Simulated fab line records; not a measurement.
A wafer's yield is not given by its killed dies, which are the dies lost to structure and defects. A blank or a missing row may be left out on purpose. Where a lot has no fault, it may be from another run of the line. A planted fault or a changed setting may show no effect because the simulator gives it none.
Comparing a struck lot with a sound one | flow n5-finfet | 18 out of 1938 route steps
Sound: the wafers L685.1, L685.3, L685.5. Struck: wafers L694.1, L694.3. (L694.5 of the same lot was not struck and is left out.) The cause comes at the end.
Each step with rows lists, per side, the tool, then ch with its chambers, then its first start. Under that, the readings that differ: sound wafers | struck wafers | difference of the means | sigmas: that difference in standard deviations of wafers without a fault.
alike: readings whose means differ by less than 2 such deviations, and words and numbers that are the same on both sides. not compared: withheld readings, readings that some wafer has no value for, bounds like >300 that may hide the same value, and numbers for which the record gives no deviation and whose values overlap.
Wherever a step has rows on one side only, a row that says differs or no value, or a row with sigmas, the two part there. Non-overlapping numbers with no deviation appear without sigmas and do not part them. A reading that every wafer of one side lacks parts them only if that side has two wafers or more.

first, 4 steps without rows for these wafers: N5_BEOL_M1_SOFTBAKE_23 (time 60 s); N5_BEOL_M1_EXPOSE_25 (exposes mask V0, defocus 5 nm, target cd 24 nm); N5_BEOL_M1_PEB_26 (peb time 60 s); N5_BEOL_M1_DEVELOP_27 (develop time 30 s).
N5_BEOL_M1_CD_MEAS_28: target cd y 23.3 nm.
  sound on cd-sem-02 ch 0, day 6 11:20; struck on cd-sem-02 ch 0, day 8 19:28
  alike: cd-nm
N5_BEOL_M1_OVL_MEAS_29:
  sound on overlay-01 ch 0, day 6 11:22; struck on overlay-01 ch 0, day 8 19:30
  alike: V0_OVL
N5_BEOL_M1_INSPECT_30: inspects for defects (brightfield).
  struck on defect-inspect-01, day 8 19:34; sound on defect-inspect-01, day 6 11:26
  alike: raw-defect-count
N5_BEOL_M1_DESCUM_33: chemistry O2, time 7 s.
  sound on rie-diel-05 ch 0,1,2, day 6 11:28; struck on rie-diel-05 ch 0,2, day 8 19:36
  alike: drypump-motor-current-A, oes-product-au, rf-vpp-V, showerhead-plenum-p-Torr, throttle-valve-pct
  not compared: rf-hours-counter-h
N5_BEOL_M1_ETCH_77: etches underlayer in N2/H2, target depth 6.5 nm, time 5.2 s.
  sound on rie-diel-05 ch 0,1,2, day 6 11:30; struck on rie-diel-05 ch 0,2, day 8 19:38
  alike: drypump-motor-current-A, etch-rf-on-time-s, n2-flow-sccm, oes-product-au, rf-vpp-V, showerhead-plenum-p-Torr, throttle-valve-pct
  not compared: rf-hours-counter-h
N5_BEOL_M1_ETCH_69: etches SiARC in CF4, target depth 15.6 nm, time 26 s.
  sound on rie-diel-05 ch 0,1,2, day 6 11:31; struck on rie-diel-05 ch 0,2, day 8 19:39
  alike: cf4-flow-sccm, drypump-motor-current-A, etch-rf-on-time-s, oes-product-au, rf-vpp-V, showerhead-plenum-p-Torr, throttle-valve-pct
  not compared: rf-hours-counter-h
N5_BEOL_M1_ALD_98: deposits SiO2, target thk 2.5 nm, pulse time 1 s, co reactant pulse time 1 s.
  sound on ald-sin-04 ch 0,3, day 6 11:36; struck on ald-sin-04 ch 2,3, day 8 19:44
  alike: heater-power-w, precursor-pulse-height-rel
N5_BEOL_M1_ETCHBACK_99: etches SiO2 in CHF3, target depth 5 nm, time 10.4 s.
  sound on rie-diel-01 ch 0,2, day 6 12:53; struck on rie-diel-01 ch 3, day 9 07:30
  alike: CHF3_flow_sccm, drypump-motor-current-A, oes-product-au, rf-vpp-V, showerhead-plenum-p-Torr, throttle-valve-pct
  not compared: rf-hours-counter-h
N5_BEOL_M1_ETCH_70: etches SOC in N2/H2, target depth 80 nm, overetch 16 nm, time 120 s.
  sound on rie-diel-01 ch 0,2, day 6 12:56; struck on rie-diel-01 ch 3, day 9 07:34
  reading                                    | sound             | struck      | difference | sigmas
  rf-vpp-V (V)                               | 525.9 524.2 527.0 | 521.4 520.5 | -4.8       | -2
  model.SiARC_of_BEOL_M1_COAT_68.thk-nm (nm) | 6.4 6.4 6.4       | 8.2 8.2     | +1.8       |
  alike: drypump-motor-current-A, n2-flow-sccm, oes-product-au, showerhead-plenum-p-Torr, throttle-valve-pct
  not compared: rf-hours-counter-h
then, 2 steps without rows for these wafers: N5_BEOL_M1_STRIP_71 (strips in N2/H2); N5_BEOL_M1_STRIP_78 (strips in N2/H2).
N5_BEOL_M1_VIA_ETCH_34: etches the open film in C4F6/O2, target depth 67.8 nm, time 64.4 s.
  sound on rie-diel-01 ch 0,2, day 6 13:02; struck on rie-diel-01 ch 3, day 9 07:43
  alike: drypump-motor-current-A, oes-product-au, rf-vpp-V, showerhead-plenum-p-Torr, throttle-valve-pct
  not compared: rf-hours-counter-h, model.BEOL_M1.cd-nm
then, 1 step without rows for these wafers: N5_BEOL_M1_STRIP_83 (strips in C4F6/O2).
N5_BEOL_M4_RC_MEAS_101:
  sound on prober-02 ch 0, day 8 17:15; struck on prober-02 ch 0, day 11 04:40
  reading       | sound          | struck    | difference | sigmas
  SS_N (mV/dec) | 72.3 71.7 72.1 | 70.1 70.5 | -1.7       | -3
  alike: DIBL_N, DIBL_P, IOFF_N, IOFF_P, ION_N, ION_P, SS_P, VT_N, VT_P

== WHERE THEY PART ==
First at N5_BEOL_M1_ETCH_70; last, within this record, at N5_BEOL_M4_RC_MEAS_101.

WHY: whatever the simulator had introduced
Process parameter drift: rie-diel-01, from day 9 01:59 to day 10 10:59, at N5_BEOL_M1_ETCH_70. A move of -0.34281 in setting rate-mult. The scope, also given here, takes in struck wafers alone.
